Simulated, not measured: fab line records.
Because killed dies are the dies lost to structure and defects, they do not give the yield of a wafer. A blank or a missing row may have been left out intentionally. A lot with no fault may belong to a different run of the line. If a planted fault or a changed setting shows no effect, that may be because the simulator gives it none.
Chamber matching ; flow n5_finfet ; N5_BEOL_M0_SAQP_MANDREL_ETCH_103 on rie_si-05 has 4 sister chambers
The step etches a-Si in HBr/Cl2, stops on SiCN, target depth 45 nm, bt time 10 s, time 27 s. 8 wafers are shown with their chamber, then 8 later ones without.

## EACH WAFER AND ITS CHAMBER
wafer;chamber;drypump_motor_current_A (A);throttle_valve_pct (%)
L077.4;2;5.45;35.7
L083.4;2;5.46;35.7
L083.5;0;5.04;35.3
L083.6;3;5.73;35.6
L086.2;0;5.04;35.3
L086.4;1;5.56;35.0
L086.6;1;5.57;35.1
L093.1;3;5.71;35.7

## WAFERS MISSING THEIR CHAMBER
wafer;drypump_motor_current_A (A);throttle_valve_pct (%)
L093.2;5.05;35.3
L093.5;5.43;35.7
L096.3;5.69;35.7
L096.5;5.71;35.7
L096.6;5.02;35.3
L097.2;5.48;35.7
L097.3;5.54;35.0
L097.5;5.56;35.0

## EACH ONE'S CHAMBER
wafer;from the rows above;in truth
L093.2;0;0
L093.5;2;2
L096.3;3;3
L096.5;3;3
L096.6;0;0
L097.2;2;2
L097.3;1;1
L097.5;1;1
Placed correctly: 8 of 8. From these rows, 0 cannot be placed. 0 placed wrongly.
How it was worked out, from the rows above alone: a wafer's distance from a chamber is the root of the sum, over the readings, of the square of ((its reading less the chamber's mean) divided by the reading's scatter). If the next closest chamber is less than 2 further off than the closest, the wafer can't be placed; otherwise it belongs to the closest. The mean given for a chamber averages the wafers shown for that chamber. The scatter: take each reading less its chamber's mean, square it, sum over the shown wafers, divide by the number of wafers less the number of chambers, and take the root.
